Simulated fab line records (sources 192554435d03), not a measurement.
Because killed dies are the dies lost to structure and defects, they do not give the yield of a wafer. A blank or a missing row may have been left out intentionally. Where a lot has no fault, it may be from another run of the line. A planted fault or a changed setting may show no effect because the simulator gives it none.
Split-lot trial -- flow n5 finfet -- on a route of 1938 steps: 7 lots, 21 wafers read

ON THE SPLIT
At N5_BEOL_M6_EXPOSE_08 (exposes mask M6), the setting dose mj was moved away from the recipe's 68.25 on 7 of the 21 wafers read, by -6.5% to +2.9%. All remaining wafers had this setting at the recipe value.

FROM THE SPLIT TO THE READING: what the file shows between them, 10 steps
- N5_BEOL_M6_PEB_09: peb time 60 s
- N5_BEOL_M6_DEVELOP_10: develop time 30 s
- N5_BEOL_M6_CD_MEAS_11: target cd 38.5 nm
- N5_BEOL_M6_DESCUM_16: chemistry O2, time 7.9 s
- N5_BEOL_M6_ETCH_61: etches SiARC in CF4, target depth 45.5 nm, time 75.8 s
- N5_BEOL_M6_ETCH_62: etches SOC in N2/H2, target depth 110 nm, overetch 22 nm, time 165 s
- N5_BEOL_M6_STRIP_68: strips in N2/H2
- N5_BEOL_M6_STRIP_67: strips in CF4
- N5_BEOL_M6_HM_OPEN_17: chemistry Cl2/BCl3, target TiN, target depth 20 nm, overetch 6 nm
- N5_BEOL_M6_STRIP_19: strips in O2

THE READING
cd nm, in nm, at N5_BEOL_M6_CD_MEAS_18 (pitch 80 nm, target cd 40 nm). Typical for fault-free wafers on this fab line: 39.6 nm, with standard deviation 0.77 nm.

wafer,"tool, chamber at the split",dose mj as run,against the recipe,"cd nm, nm",against lot-mates on the recipe
L075.1,"arfi scanner-01, 0",68.25,recipe,39.4,-
L075.4,"arfi scanner-01, 0",68.25,recipe,39.1,-
L075.5,"arfi scanner-01, 0",68.25,recipe,38.8,-
L076.1,"arfi scanner-03, 0",69.59,+2.0%,39.2,+0.6
L076.2,"arfi scanner-03, 0",68.25,recipe,39.0,-
L076.5,"arfi scanner-03, 0",68.25,recipe,38.2,-
L081.1,"arfi scanner-03, 0",68.25,recipe,39.3,-
L081.2,"arfi scanner-03, 0",63.84,-6.5%,37.1,-2.2
L081.4,"arfi scanner-03, 0",63.84,-6.5%,35.2,-4.1
L086.2,"arfi scanner-03, 0",68.25,recipe,39.3,-
L086.3,"arfi scanner-03, 0",70.26,+2.9%,40.8,+1.5
L086.4,"arfi scanner-03, 0",70.26,+2.9%,41.9,+2.6
L085.1,"arfi scanner-03, 0",68.25,recipe,41.2,-
L085.4,"arfi scanner-03, 0",68.25,recipe,40.0,-
L085.5,"arfi scanner-03, 0",68.25,recipe,39.8,-
L088.2,"arfi scanner-03, 0",68.25,recipe,39.0,-
L088.4,"arfi scanner-03, 0",68.25,recipe,39.3,-
L088.5,"arfi scanner-03, 0",68.25,recipe,38.6,-
L095.4,"arfi scanner-01, 0",64.68,-5.2%,35.9,-3.7
L095.5,"arfi scanner-01, 0",68.25,recipe,39.6,-
L095.6,"arfi scanner-01, 0",64.68,-5.2%,35.4,-4.2

FIT RESULTS
A straight line over all 21 wafers: cd nm changes by +0.568 nm for each +1% of dose mj; r = +0.89; the points scatter about the line by 0.81 nm.
The same after taking each lot's own level away (the mean of its wafers on the recipe; 21 wafers): +0.597 nm for each +1%; r = +0.94; scatter 0.62 nm.
That fit puts the effect of the largest move of dose mj on the reading at 3.9 nm.
The lots' own levels span 38.60 to 40.33 nm, that is 2.3 times the standard deviation above.
So the lot-to-lot level changes the slope little: the two slopes agree.
Check: -4.48 nm against its lot-mates is what the line predicts for one of the wafers moved furthest among these (-6.5%) when that wafer is left out of the fit. It came out at -2.2 nm against them.

OTHER SPLITS ON THESE WAFERS
Before the reading, these wafers also passed through other splits. Each is held against what the fit with the lots' levels taken away leaves over:
other split on the same wafers,wafers away from the commonest value,r with cd nm (lot level and that fit taken away)
N5_BEOL_M5_DESCUM_16 time s,9,+0.09
N5_BEOL_M6_ILD_DEP_00 time s,5,-0.13

THE WHOLE CHAIN: every reading that the file lists as answering this split, in the file's order
step,what it does,reading,change (the file's fit),r (the file's)
N5_BEOL_M6_CD_MEAS_11,target cd 38.5 nm,cd nm,+0.607 nm for each +1% of the setting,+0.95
N5_BEOL_M6_ETCH_61,"etches SiARC in CF4, target depth 45.5 nm, time 75.8 s","BEOL_M6.cd offset nm (the simulator's own value, which no gauge read)",+0.62 nm for each +1% of the setting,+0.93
N5_BEOL_M6_ETCH_62,"etches SOC in N2/H2, target depth 110 nm, overetch 22 nm, time 165 s","BEOL_M6.cd offset nm (the simulator's own value, which no gauge read)",+0.547 nm for each +1% of the setting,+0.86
N5_BEOL_M6_HM_OPEN_17,"chemistry Cl2/BCl3, target TiN, target depth 20 nm, overetch 6 nm","BEOL_M6.cd offset nm (the simulator's own value, which no gauge read)",+0.558 nm for each +1% of the setting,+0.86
N5_BEOL_M6_CD_MEAS_18,"pitch 80 nm, target cd 40 nm",cd nm,+0.595 nm for each +1% of the setting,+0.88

THE FILE'S OWN FIT
cd nm changes by +0.595 nm for each +1% of dose mj, r = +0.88.
